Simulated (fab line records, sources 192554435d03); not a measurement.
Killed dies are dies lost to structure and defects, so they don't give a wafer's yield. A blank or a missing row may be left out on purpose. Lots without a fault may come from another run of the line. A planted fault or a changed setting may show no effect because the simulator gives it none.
Which tool did it? | flow n5_finfet | 12 lots, 36 wafers sampled, at 3 steps of a route of 1938

WHAT THE GAUGES READ, wafer by wafer
N5_BEOL_M10_INSPECT_30: inspects for defects (brightfield).
lot  | measured     | on                | raw_defect_count
L076 | day 12 01:13 | defect_inspect-01 | 322 339 360
L077 | day 12 09:30 | defect_inspect-01 | 381 363 291
L079 | day 13 02:31 | defect_inspect-02 | 547 335 482
L080 | day 13 07:32 | defect_inspect-01 | 589 401 426
L085 | day 13 16:02 | defect_inspect-02 | 472 448 452
L084 | day 14 12:01 | defect_inspect-01 | 285 256 292
L086 | day 14 20:58 | defect_inspect-01 | 558 469 414
L088 | day 15 10:16 | defect_inspect-02 | 375 478 427
L091 | day 16 10:42 | defect_inspect-01 | 432 311 407
L093 | day 16 22:15 | defect_inspect-02 | 482 371 404
L095 | day 16 21:54 | defect_inspect-01 | 400 457 452
L097 | day 17 12:14 | defect_inspect-02 | 340 389 386

WHICH TOOL RAN EACH LOT (tool, then ch and the chambers of the sampled wafers, then the start)
lot  | N5_BEOL_M10_DESCUM_16              | N5_BEOL_M10_STRIP_67
L076 | rie_diel-05 ch 0,1,2, day 11 23:08 | rie_diel-05 ch 0,1,2, day 11 23:23
L077 | rie_diel-03 ch 2,3, day 12 08:08   | rie_diel-03 ch 2,3, day 12 08:22
L079 | rie_diel-05 ch 0,1,3, day 13 01:28 | rie_diel-05 ch 0,1,3, day 13 01:42
L080 | rie_diel-01 ch 0,1,2, day 13 06:32 | rie_diel-01 ch 0,1,2, day 13 06:47
L085 | rie_diel-03 ch 0,3, day 13 14:45   | rie_diel-03 ch 0,3, day 13 14:59
L084 | rie_diel-01 ch 1,2, day 14 09:42   | rie_diel-01 ch 1,2, day 14 09:56
L086 | rie_diel-01 ch 2,3, day 14 18:10   | rie_diel-01 ch 2,3, day 14 18:30
L088 | rie_diel-03 ch 0,1,2, day 15 07:04 | rie_diel-03 ch 0,1,2, day 15 07:18
L091 | rie_diel-01 ch 1,2,3, day 16 07:54 | rie_diel-01 ch 1,2,3, day 16 08:08
L093 | rie_diel-01 ch 1,2, day 16 18:26   | rie_diel-01 ch 1,2, day 16 18:40
L095 | rie_diel-03 ch 1,2,3, day 16 18:48 | rie_diel-03 ch 1,2,3, day 16 19:02
L097 | rie_diel-05 ch 0,2,3, day 17 10:52 | rie_diel-05 ch 0,2,3, day 17 11:05
- N5_BEOL_M10_DESCUM_16: chemistry O2, time 7.9 s.
- N5_BEOL_M10_STRIP_67: strips in CF4.

THE ANSWER, worked out from the rows above alone
Rule: what is usual is taken from the lots themselves. Put in order of their means at a reading, lots are off if they are a third of the lots or fewer, leave a main group of 4 or more, and stand apart from it by a gap of 3 or more times the standard deviation of the main group's means; of several such gaps the widest counts. A main group whose means are all the same, to the digits that the tables above print for the reading, isn't used. A lot without any number at a reading at which 4 lots or more have one is off too. The other lots that the step has rows for count as sound.
No lot is off at any reading shown: from this, nothing can be told.

WHAT THE SIMULATOR HAD PUT IN
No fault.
